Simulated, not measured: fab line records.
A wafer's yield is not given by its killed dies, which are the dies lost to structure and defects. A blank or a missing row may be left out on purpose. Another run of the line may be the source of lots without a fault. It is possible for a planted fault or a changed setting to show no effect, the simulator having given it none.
fab line records + flow nandHarc + part 2 of 2: steps 29 to 42 of 42
[record]
- lots = 5
- wafers = 15
- lastDay = 21
route steps=1159 shown A_M0@995 A_M1@1026
lots that met no fault: from a run of the same line without faults
startH: hours from the record's opening day to when the first of the lot's shown wafers began + waitH: hours from the lot's prior step to this one + " the same as in the row above + L1.1+2: several wafers, shown together as one row + - no value present, or no start provided + * or withheld: withheld + < > ~ a bound
route shown NAME@n: NAME is a module with steps in the file, n the number in the route of the first one + usual: the fault-free wafers' mean and standard deviation + same: alike in all rows + chamber/n: place in a boat + sites: readings site by site + _std_site: their standard deviation + _edge_site: outer sites' mean less inner sites' + radiusMm: how far each site lies from the wafer's centre + mask NAME#n: copy n + behind: the tool/chamber that last shaped the wafer + hold: why the lot went on hold/how many hours it stayed there/how the hold came to an end + device: transistor that didn't switch, given as n, p or np + end of line: tests run on the same wafers once the route is complete + where a step has no rows: the recipe by itself + killed: count of dies lost to structure and defects at first sort (not the wafer's yield) + map: per-die view of a wafer (x killed, . not killed, _ where there is no die)
set.NAME: the setting as run; set.NAME@STEP: as run at that earlier step + model.NAME: the simulator's own value behind a step, which no gauge read
certain route steps with their lots: each step a table, each wafer a row
services: a tool's chamber out of use, with start hour (startH, from the record's first day; less than 0 if before it), hours out, and reason
[[steps]]
[step NHARC_A_M0_PRE_CLEAN_31]
[recipe]
- timeS = 12
- tempC = 370
- rfPowerW = 300
- gas = NH3
[usual]
- heaterPowerW = 645/73
- rfFwdPowerW = 292.6/0.85
| lot.wafer | tool     | chamber | startH | waitH | heaterPowerW | rfFwdPowerW |
|-----------|----------|---------|--------|-------|--------------|-------------|
| L074.4    | pecvd-04 | 0       | 402.41 | 0.1   | 582          | 292.7       |
| L074.6    | "        | 0       | "      | "     | 585          | 293.4       |
| L074.5    | "        | 1       | "      | "     | 537          | 291.3       |
| L077.1    | pecvd-03 | 0       | 405.70 | 0.1   | 675          | 290.7       |
| L077.6    | "        | 0       | "      | "     | 662          | 291.9       |
| L077.4    | "        | 1       | "      | "     | 657          | 293.8       |
| L075.1    | pecvd-04 | 1       | 412.73 | 0.1   | 540          | 291.7       |
| L075.4    | "        | 0       | "      | "     | 507          | 292.1       |
| L075.6    | "        | 1       | "      | "     | 529          | 293.2       |
| L083.3    | pecvd-04 | 0       | 452.61 | 0.1   | 554          | 293.6       |
| L083.2    | "        | 1       | "      | "     | 612          | 292.4       |
| L083.4    | "        | 1       | "      | "     | 607          | 292.5       |
| L086.5    | pecvd-01 | 1       | 473.44 | 0.1   | 775          | 292.3       |
| L086.4    | "        | 2       | "      | "     | 715          | 293.1       |
| L086.6    | "        | 0       | "      | "     | 717          | 292.7       |
[step NHARC_A_M0_DEP_32]
[recipe]
- targetThkA = 300
- tempC = 370
- targetThkNm = 30
- pressureTorr = 3
- flowSccm = 200
- rfW = 450
- material = SiCN
[usual]
- heaterPowerW = 592/69
- rfFwdPowerW = 448.8/1.3
| lot.wafer | tool     | chamber | startH | waitH | heaterPowerW | rfFwdPowerW |
|-----------|----------|---------|--------|-------|--------------|-------------|
| L074.4    | pecvd-04 | 0       | 402.62 | 0.2   | 525          | 449.2       |
| L074.6    | "        | 0       | "      | "     | 512          | 448.7       |
| L074.5    | "        | 1       | "      | "     | 548          | 446.4       |
| L077.1    | pecvd-03 | 0       | 405.78 | 0.1   | 647          | 448.2       |
| L077.6    | "        | 0       | "      | "     | 514          | 450.5       |
| L077.4    | "        | 1       | "      | "     | 716          | 447.4       |
| L075.1    | pecvd-04 | 1       | 412.84 | 0.1   | 536          | 448.1       |
| L075.4    | "        | 0       | "      | "     | 547          | 450.0       |
| L075.6    | "        | 1       | "      | "     | 558          | 448.8       |
| L083.3    | pecvd-04 | 0       | 452.69 | 0.1   | 478          | 446.8       |
| L083.2    | "        | 1       | "      | "     | 577          | 448.1       |
| L083.4    | "        | 1       | "      | "     | 566          | 449.0       |
| L086.5    | pecvd-01 | 1       | 473.61 | 0.2   | 596          | 447.5       |
| L086.4    | "        | 2       | "      | "     | 616          | 448.7       |
| L086.6    | "        | 0       | "      | "     | 575          | 447.9       |
[step NHARC_A_M1_DEP_00]
[recipe]
- targetThkA = 1825
- targetThkNm = 182.5
- tempC = withheld
- pressureTorr = 5
- flowSccm = 200
- rfW = 600
- material = SiOC
[usual]
- rfFwdPowerW = 598.6/1.8
| lot.wafer | tool     | chamber | startH | waitH | rfFwdPowerW |
|-----------|----------|---------|--------|-------|-------------|
| L074.4    | pecvd-04 | 1       | 403.15 | 0.5   | 597.6       |
| L074.5    | "        | 1       | "      | "     | 598.0       |
| L074.6    | "        | 0       | "      | "     | 597.6       |
| L077.1    | pecvd-01 | 2       | 406.24 | -     | 600.6       |
| L077.4    | "        | 2       | "      | "     | 600.7       |
| L077.6    | "        | 0       | "      | "     | 602.1       |
| L075.1    | pecvd-03 | 2       | 413.31 | -     | 597.9       |
| L075.4    | "        | 0       | "      | "     | 597.3       |
| L075.6    | "        | 1       | "      | "     | 597.7       |
| L083.3    | pecvd-01 | 1       | 453.15 | -     | 601.8       |
| L083.2    | "        | 2       | "      | "     | 601.5       |
| L083.4    | "        | 2       | "      | "     | 599.3       |
| L086.5    | pecvd-04 | 2       | 474.00 | -     | 598.1       |
| L086.4    | "        | 0       | "      | "     | 599.6       |
| L086.6    | "        | 1       | "      | "     | 599.4       |
[step NHARC_A_M1_DEHYDRATE_01]
[recipe]
- tempC = 150
- timeS = 120
| lot.wafer  | tool          | chamber | startH | waitH |
|------------|---------------|---------|--------|-------|
| L074.4+5+6 | lithoTrack-04 | 0       | 403.56 | 0.3   |
| L077.1+4+6 | lithoTrack-04 | 0       | 406.60 | -     |
| L075.1+4+6 | lithoTrack-04 | 0       | 413.62 | -     |
| L083.2+3+4 | lithoTrack-01 | 0       | 453.51 | -     |
| L086.4+5+6 | lithoTrack-04 | 0       | 474.27 | -     |
[step NHARC_A_M1_HMDS_02]
[recipe]
- timeS = 30
| lot.wafer  | tool          | chamber | startH | waitH |
|------------|---------------|---------|--------|-------|
| L074.4+5+6 | lithoTrack-04 | 0       | -      | -     |
| L077.1+4+6 | lithoTrack-04 | 0       | -      | -     |
| L075.1+4+6 | lithoTrack-04 | 0       | -      | -     |
| L083.2+3+4 | lithoTrack-01 | 0       | -      | -     |
| L086.4+5+6 | lithoTrack-04 | 0       | -      | -     |
[step NHARC_A_M1_COAT_34]
[recipe]
- tempC = 200
- timeS = 65
| lot.wafer  | tool          | chamber | startH | waitH |
|------------|---------------|---------|--------|-------|
| L074.4+5+6 | lithoTrack-04 | 0       | -      | -     |
| L077.1+4+6 | lithoTrack-04 | 0       | -      | -     |
| L075.1+4+6 | lithoTrack-04 | 0       | -      | -     |
| L083.2+3+4 | lithoTrack-01 | 0       | -      | -     |
| L086.4+5+6 | lithoTrack-04 | 0       | -      | -     |
[step NHARC_A_M1_COAT_03]
[recipe]
- spinRpm = 1500
- resistThkNm = 90
| lot.wafer  | tool          | chamber | startH | waitH |
|------------|---------------|---------|--------|-------|
| L074.4+5+6 | lithoTrack-04 | 0       | -      | -     |
| L077.1+4+6 | lithoTrack-04 | 0       | -      | -     |
| L075.1+4+6 | lithoTrack-04 | 0       | -      | -     |
| L083.2+3+4 | lithoTrack-01 | 0       | -      | -     |
| L086.4+5+6 | lithoTrack-04 | 0       | -      | -     |
[step NHARC_A_M1_SOFTBAKE_04]
[recipe]
- tempC = 105
- timeS = 55
| lot.wafer  | tool          | chamber | startH | waitH |
|------------|---------------|---------|--------|-------|
| L074.4+5+6 | lithoTrack-04 | 0       | -      | -     |
| L077.1+4+6 | lithoTrack-04 | 0       | -      | -     |
| L075.1+4+6 | lithoTrack-04 | 0       | -      | -     |
| L083.2+3+4 | lithoTrack-01 | 0       | -      | -     |
| L086.4+5+6 | lithoTrack-04 | 0       | -      | -     |
[step NHARC_A_M1_EBR_05]
| lot.wafer  | tool          | chamber | startH | waitH |
|------------|---------------|---------|--------|-------|
| L074.4+5+6 | lithoTrack-04 | 0       | -      | -     |
| L077.1+4+6 | lithoTrack-04 | 0       | -      | -     |
| L075.1+4+6 | lithoTrack-04 | 0       | -      | -     |
| L083.2+3+4 | lithoTrack-01 | 0       | -      | -     |
| L086.4+5+6 | lithoTrack-04 | 0       | -      | -     |
[step NHARC_A_M1_EXPOSE_06]
[recipe]
- na = 1.35
- targetCdNm = 120
- doseMj = 75.13
- maskId = A_M1
| lot.wafer  | tool           | chamber | startH | waitH | mask   |
|------------|----------------|---------|--------|-------|--------|
| L074.4+5+6 | arfiScanner-03 | 0       | 403.73 | -     | A_M1#0 |
| L077.1+4+6 | arfiScanner-02 | 0       | 406.89 | -     | A_M1#0 |
| L075.1+4+6 | arfiScanner-01 | 0       | 413.91 | -     | A_M1#0 |
| L083.2+3+4 | arfiScanner-02 | 0       | 453.80 | -     | A_M1#0 |
| L086.4+5+6 | arfiScanner-02 | 0       | 474.58 | -     | A_M1#0 |
[step NHARC_A_M1_PEB_07]
[recipe]
- pebTempC = 100
- pebTimeS = 65
| lot.wafer  | tool          | chamber | startH | waitH |
|------------|---------------|---------|--------|-------|
| L074.4+5+6 | lithoTrack-06 | 0       | 403.78 | 0.0   |
| L077.1+4+6 | lithoTrack-01 | 0       | 406.95 | 0.1   |
| L075.1+4+6 | lithoTrack-04 | 0       | 413.97 | 0.1   |
| L083.2+3+4 | lithoTrack-04 | 0       | 453.86 | 0.1   |
| L086.4+5+6 | lithoTrack-04 | 0       | 474.63 | 0.0   |
[step NHARC_A_M1_DEVELOP_08]
[recipe]
- developTimeS = 35
- devTempC = 23
| lot.wafer  | tool          | chamber | startH | waitH |
|------------|---------------|---------|--------|-------|
| L074.4+5+6 | lithoTrack-06 | 0       | -      | -     |
| L077.1+4+6 | lithoTrack-01 | 0       | -      | -     |
| L075.1+4+6 | lithoTrack-04 | 0       | -      | -     |
| L083.2+3+4 | lithoTrack-04 | 0       | -      | -     |
| L086.4+5+6 | lithoTrack-04 | 0       | -      | -     |
[step NHARC_A_M1_CD_MEAS_09]
[recipe]
- targetCdNm = 120
- landingEnergyEv = 500
[usual]
- cdNm = 120.0/0.59
| lot.wafer | tool     | chamber | startH | waitH | cdNm  |
|-----------|----------|---------|--------|-------|-------|
| L074.4    | cdSem-02 | 0       | 403.87 | -     | 119.4 |
| L074.5    | "        | 0       | "      | "     | 119.9 |
| L074.6    | "        | 0       | "      | "     | 120.1 |
| L077.1    | cdSem-02 | 0       | 407.03 | -     | 119.5 |
| L077.4    | "        | 0       | "      | "     | 119.6 |
| L077.6    | "        | 0       | "      | "     | 120.3 |
| L075.1    | cdSem-01 | 0       | 414.05 | -     | 120.4 |
| L075.4    | "        | 0       | "      | "     | 120.4 |
| L075.6    | "        | 0       | "      | "     | 120.0 |
| L083.2    | cdSem-03 | 0       | 453.94 | -     | 120.5 |
| L083.3    | "        | 0       | "      | "     | 120.6 |
| L083.4    | "        | 0       | "      | "     | 120.0 |
| L086.4    | cdSem-02 | 0       | 474.71 | -     | 120.1 |
| L086.5    | "        | 0       | "      | "     | 120.4 |
| L086.6    | "        | 0       | "      | "     | 119.7 |
[step NHARC_A_M1_OVL_MEAS_10]
[recipe]
- pitchNm = 240
[usual]
- overlayXNm = 0.0/0.89
- overlayYNm = 0.2/0.79
| lot.wafer | tool       | chamber | startH | waitH | overlayXNm | overlayYNm |
|-----------|------------|---------|--------|-------|------------|------------|
| L074.4    | overlay-02 | -       | 403.95 | -     | 1.4        | 0.7        |
| L074.5    | "          | -       | "      | "     | 1.0        | 0.8        |
| L074.6    | "          | -       | "      | "     | 0.9        | 0.7        |
| L077.1    | overlay-01 | -       | 407.12 | -     | -1.0       | 0.8        |
| L077.4    | "          | -       | "      | "     | -0.7       | 0.3        |
| L077.6    | "          | -       | "      | "     | -0.2       | 0.6        |
| L075.1    | overlay-02 | -       | 414.14 | -     | -0.5       | 0.8        |
| L075.4    | "          | -       | "      | "     | 0.5        | 0.3        |
| L075.6    | "          | -       | "      | "     | 0.5        | 0.0        |
| L083.2    | overlay-02 | -       | 454.03 | -     | -0.1       | -0.2       |
| L083.3    | "          | -       | "      | "     | -0.2       | -0.4       |
| L083.4    | "          | -       | "      | "     | -0.1       | -0.3       |
| L086.4    | overlay-01 | -       | 474.79 | -     | -2.1       | 1.0        |
| L086.5    | "          | -       | "      | "     | -2.2       | 1.3        |
| L086.6    | "          | -       | "      | "     | -2.3       | 1.3        |
[[services]]
| tool           | chamber | startH | hours | kind   |
|----------------|---------|--------|-------|--------|
| pecvd-04       | -       | 376.00 | 13.0  | pm     |
| rieDiel-12     | -       | 379.43 | 9.0   | pm     |
| cmp-04         | -       | 384.99 | 0.7   | repair |
| rieDiel-05     | 0       | 387.95 | 11.7  | repair |
| wetBench-01    | -       | 389.60 | 8.0   | pm     |
| cmp-04         | -       | 399.00 | 4.0   | pm     |
| arfiScanner-03 | -       | 404.10 | 0.2   | repair |
| rieDiel-01     | 1       | 405.93 | 4.3   | repair |
| wetBench-08    | -       | 406.40 | 8.0   | pm     |
| pecvd-01       | -       | 418.40 | 13.0  | pm     |
| wetBench-10    | -       | 423.20 | 8.0   | pm     |
| arfiScanner-02 | -       | 428.00 | 4.0   | pm     |
| rieDiel-05     | 0       | 429.66 | 2.4   | repair |
| pecvd-01       | 2       | 435.20 | 15.0  | repair |
| arfiScanner-02 | -       | 436.36 | 17.2  | repair |
| lithoTrack-01  | -       | 443.00 | 7.0   | pm     |
| ecdCu-01       | -       | 448.14 | 8.0   | pm     |
| pecvd-03       | -       | 448.93 | 0.7   | repair |
| cmp-04         | -       | 452.92 | 13.5  | repair |
| pvdSputter-03  | -       | 458.00 | 10.0  | pm     |
| cmp-04         | -       | 466.56 | 0.3   | repair |
| lithoTrack-06  | -       | 467.00 | 7.0   | pm     |
| cmp-03         | -       | 470.80 | 4.0   | pm     |
| pecvd-03       | -       | 473.55 | 13.0  | pm     |
